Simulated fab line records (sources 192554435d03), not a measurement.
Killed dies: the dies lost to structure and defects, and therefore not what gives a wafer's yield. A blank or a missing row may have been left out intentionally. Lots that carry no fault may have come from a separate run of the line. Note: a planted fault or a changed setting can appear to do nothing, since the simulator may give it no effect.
Code-filled problem report in 8D (eight disciplines) form + flow n5Finfet + the parts of the form that need people (team, actions taken, sign-off) are left out

## 1. WHAT WENT WRONG
rawDefectCount at N5_BEOL_M2_INSPECT_30 reads a mean of 1168 on 9 wafers of 3 lots; wafers without a fault read 417 with a standard deviation of 94. Measured from the usual mean, that is +8.0 standard deviations.
The step: inspects for defects (brightfield).
The first sign was on wafer L175.1 at day 9 14:07, on defectInspect-02. At this step, 27 wafers from 9 lots have a number in the record. The rule behind "out" and "out of limits": a value lying over 4 standard deviations away from the usual mean. The rest of the wafers with a number are treated as sound.

## 2. WHAT IT IS, AND WHAT IT ISN'T
| question                    | is                                 | is not                                                                         |
|-----------------------------|------------------------------------|--------------------------------------------------------------------------------|
| which readings at this step | rawDefectCount                     | -                                                                              |
| which lots                  | L175, L176, L177                   | L165, L167, L168, L178, L179, L182                                             |
| which wafers of those lots  | all that have a number             | -                                                                              |
| read on which gauges        | defectInspect-01, defectInspect-02 | -                                                                              |
| when                        | from day 9 14:07                   | up to then (9 sound wafers); but 9 sound wafers of L178, L179, L182 came after |

## 3. THE SUSPECTS, EACH WITH WHAT RULES IT OUT
Counting: a tool at any process step up to the reading remains a suspect when it ran all the lots that are out and ran no sound lot after the first of those.
- the gauge at N5_BEOL_M2_INSPECT_30 has been ruled out. Those wafers that are out were read across 2 gauges (defectInspect-01, defectInspect-02).
- rieDiel-04 at N5_BEOL_M2_STRIP_19 (strips in O2): kept. Every lot that is out went through it, starting with L175 (day 9 13:30), and after that it ran no sound lot; the last sound lot it ran before then is L167 (day 7 14:57).
After counting, what remains is rieDiel-04 at N5_BEOL_M2_STRIP_19.

## 4. THE CAUSE (what the simulator had put in)
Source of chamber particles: rieDiel-04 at N5_BEOL_M2_STRIP_19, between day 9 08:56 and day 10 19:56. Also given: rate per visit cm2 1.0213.
This tool alone remained once counting was done.

## 5. SEQUENCE OF EFFECTS, ordered by route
Each row: a reading where the mean over the struck wafers with a number is more than 3 standard deviations away from the usual. Scope: only readings with a usual standard deviation given in the record; hours: median across lots of the time from each lot's start at the first step in this table that gives one to its start at this step; sigmas: change in usual standard deviations.
| hours | step                    | reading             | usual  | on struck wafers | change | sigmas |
|-------|-------------------------|---------------------|--------|------------------|--------|--------|
| 0     | N5_BEOL_M2_INSPECT_30   | rawDefectCount      | 417    | 1168             | +751   | +8.0   |
| 190   | N5_PASSIVATION_PROBE_49 | defectLimitedYield  | 91.5 % | 84.0             | -7.5   | -5.4   |
| 190   | N5_PASSIVATION_PROBE_49 | killed_at_M0_to_M3  | 34     | 133              | +99    | +9.0   |
| 190   | N5_PASSIVATION_PROBE_49 | killedDies          | 101    | 189              | +88    | +5.2   |
| 190   | N5_PASSIVATION_PROBE_49 | sort_bin_5_function | 5.0 %  | 10.0             | +5.0   | +5.1   |
| 190   | N5_PASSIVATION_PROBE_49 | sortNPass           | 1079   | 991              | -88    | -5.2   |
| 190   | N5_PASSIVATION_PROBE_49 | sortYieldPct        | 91.4 % | 84.0             | -7.4   | -5.3   |
It contains these process steps:
- N5_PASSIVATION_PROBE_49
Later steps that measure or inspect, where all struck wafers having a row at the step show a number for every such reading and not one has moved that far: N5_BEOL_M4_RC_MEAS_101.

## 6. WHAT WOULD HAVE CAUGHT IT SOONER
In this record the first reading out of limits at a measuring or inspecting step was taken at day 9 14:07, 5 hours after the fault began at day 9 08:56.
An alarm limit of 4 standard deviations would not have fired on the tool readings at N5_BEOL_M2_STRIP_19 for which the record gives a usual standard deviation, since none of them was out on any struck wafer.
Of the lots that are out (3), L176, L177 began N5_BEOL_M2_STRIP_19 on rieDiel-04 after day 9 14:07. A hold on the tool at that time would have spared those 2.
